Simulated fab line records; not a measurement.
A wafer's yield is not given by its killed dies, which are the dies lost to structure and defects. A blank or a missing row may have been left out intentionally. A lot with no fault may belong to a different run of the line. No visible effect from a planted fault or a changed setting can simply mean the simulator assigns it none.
A single fault, viewed from 3 desks + flow nandHarc + each desk holds nothing but its own numbers, with what lay behind them at the end

THE DEFECT DESK
For each lot, the counts of the inspections along the route, averaged over the sampled wafers that have a number. A lot is out of limits, marked OUT, if its mean lies more than 4 standard deviations from the usual mean; the brackets give that distance.
Columns: A = rawDefectCount at NHARC_A_DECK1_JOINT_INSPECT_05, usual 339
| lot  | first seen here | A   |
|------|-----------------|-----|
| L278 | day 12 19:53    | 330 |
| L279 | day 12 19:53    | 279 |
| L280 | day 13 17:02    | 342 |
| L281 | day 13 17:02    | 257 |
| L282 | day 14 12:59    | 376 |
| L283 | day 14 18:28    | 397 |
| L285 | day 16 00:38    | 330 |
| L287 | day 17 04:02    | 475 |
| L295 | day 19 13:29    | 264 |
| L294 | day 19 13:32    | 255 |
| L296 | day 20 18:05    | 213 |
| L298 | day 21 09:05    | 244 |
| L300 | day 21 22:46    | 260 |
| L299 | day 21 22:46    | 299 |
Finding of this desk: none of the 14 lots has anything out of limits.

DESK OF THE TOOL OWNER: lithoTrack-06
The tool's own readings at NHARC_A_CHANNEL_HOLE_D2_PEB_08 (peb time 65 s): means of the sampled wafers that have a number, for each lot that ran on this tool. A lot is out of limits, marked OUT, if its mean lies more than 4 standard deviations from the usual mean; the brackets give that distance.
Columns: A = heaterPowerTotalW at NHARC_A_CHANNEL_HOLE_D2_PEB_08, usual 156.6 W; B = plateTempC at NHARC_A_CHANNEL_HOLE_D2_PEB_08, usual 99.99 C
| lot  | first seen here | A               | B                |
|------|-----------------|-----------------|------------------|
| L279 | day 13 13:42    | 156.6           | 99.98            |
| L281 | day 14 09:28    | 156.8           | 100.02           |
| L280 | day 14 10:52    | 156.8           | 99.87            |
| L283 | day 15 10:44    | 156.7           | 99.91            |
| L285 | day 17 06:38    | 164.6 (+19) OUT | 103.64 (+30) OUT |
| L287 | day 17 21:47    | 164.8 (+19) OUT | 103.67 (+31) OUT |
| L298 | day 22 02:03    | 156.8           | 100.04           |
| L300 | day 22 14:57    | 156.2           | 100.02           |
| L299 | day 22 16:20    | 156.6           | 100.04           |
This desk finds L285, L287 out of limits, L285 being first, at day 17 06:38 (heaterPowerTotalW at NHARC_A_CHANNEL_HOLE_D2_PEB_08). L279, L281, L280, L283, L298, L300, L299 stayed within limits.

THE METROLOGY DESK
What the gauges read for every lot (on any tool): the sampled wafers with a number, averaged. A lot is out of limits, marked OUT, if its mean lies more than 4 standard deviations from the usual mean; the brackets give that distance.
Columns: A = cdNm at NHARC_A_CHANNEL_HOLE_D2_CD_MEAS_10, usual 100.0 nm; B = cdNm at NHARC_A_CHANNEL_HOLE_D2_CD_MEAS_31, usual 89.9 nm
| lot  | first seen here | A               | B                |
|------|-----------------|-----------------|------------------|
| L278 | day 13 13:34    | 99.6            | 89.2             |
| L279 | day 13 13:47    | 99.9            | 88.6             |
| L281 | day 14 09:33    | 100.6           | 90.6             |
| L280 | day 14 10:56    | 100.3           | 90.5             |
| L282 | day 15 07:47    | 99.3            | 88.3             |
| L283 | day 15 10:50    | 100.1           | 89.7             |
| L285 | day 17 06:43    | 109.9 (+18) OUT | 99.8 (+7.6) OUT  |
| L287 | day 17 21:52    | 109.7 (+18) OUT | 100.0 (+7.8) OUT |
| L295 | day 20 05:34    | 99.1            | 89.1             |
| L294 | day 20 06:01    | 99.9            | 89.9             |
| L296 | day 21 10:16    | 99.5            | 89.7             |
| L298 | day 22 02:08    | 100.4           | 92.2             |
| L300 | day 22 15:02    | 100.0           | 88.6             |
| L299 | day 22 16:25    | 100.5           | 91.7             |
This desk finds L285, L287 out of limits, L285 being first, at day 17 06:43 (cdNm at NHARC_A_CHANNEL_HOLE_D2_CD_MEAS_10). L278, L279, L281, L280, L282, L283, L295, L294, L296, L298, L300, L299 stayed within limits.

BROUGHT TOGETHER
On L285, L287, at day 17 06:38, an alarm was possible from the tool owner's desk.
An alarm was possible from the metrology desk at day 17 06:43, on L285, L287.
Nothing the defect desk looked at was out of limits.
The defect desk has L285, L287 on record, within its limits.
Every lot named ran NHARC_A_CHANNEL_HOLE_D2_PEB_08 on lithoTrack-06.

WHAT WAS PUT IN BY THE SIMULATOR
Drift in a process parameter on lithoTrack-06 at NHARC_A_CHANNEL_HOLE_D2_PEB_08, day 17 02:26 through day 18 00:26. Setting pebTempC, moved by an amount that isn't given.
Lots struck among those shown: L285, L287.
Counting hours from when the fault started, the first reading out of limits came at 4 for the tool owner's desk and at 4 for the metrology desk.
